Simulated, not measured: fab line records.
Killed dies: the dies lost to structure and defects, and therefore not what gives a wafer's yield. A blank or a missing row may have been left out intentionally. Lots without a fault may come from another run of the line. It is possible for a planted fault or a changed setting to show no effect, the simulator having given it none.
Matching of chambers	flow nandHarc	rieDiel-03 running NHARC_A_STAIRCASE_ETCH_227: 4 sister chambers
The step etches the open film in C4F8/O2, target depth 100 nm, time 40.5 s. 4 wafers are shown with their chamber, then 6 later ones without.

## WAFERS PAIRED WITH THEIR CHAMBERS
wafer	chamber	rfVppV (V)
L874.1	1	904
L874.5	2	892
L879.4	0	895
L879.5	3	894

## WAFERS WHOSE CHAMBER IS MISSING
wafer	rfVppV (V)
L879.6	894
L885.4	893
L886.3	895
L886.5	893
L887.3	903
L887.5	905

## WHICH CHAMBER EACH WENT THROUGH
wafer	from the rows above	in truth
L879.6	can't be placed: 3 or 0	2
L885.4	can't be placed: 2 or 3 or 0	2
L886.3	can't be placed: 0 or 3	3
L886.5	can't be placed: 2 or 3 or 0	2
L887.3	1	1
L887.5	1	1
Correct placement for 2 of the 6. These rows do not allow placing 4 (true chamber among the candidates in 3). 0 placed wrongly.
How it was worked out, from the rows above alone: a wafer's distance from a chamber is the root of the sum, over the readings, of the square of ((its reading less the chamber's mean) divided by the reading's scatter). If the next closest chamber is less than 2 further off than the closest, the wafer can't be placed; otherwise it belongs to the closest. The mean given for a chamber averages the wafers shown for that chamber. The scatter: root of mean squared gap, hidden wafer to nearest shown wafer, with one shown wafer a chamber.
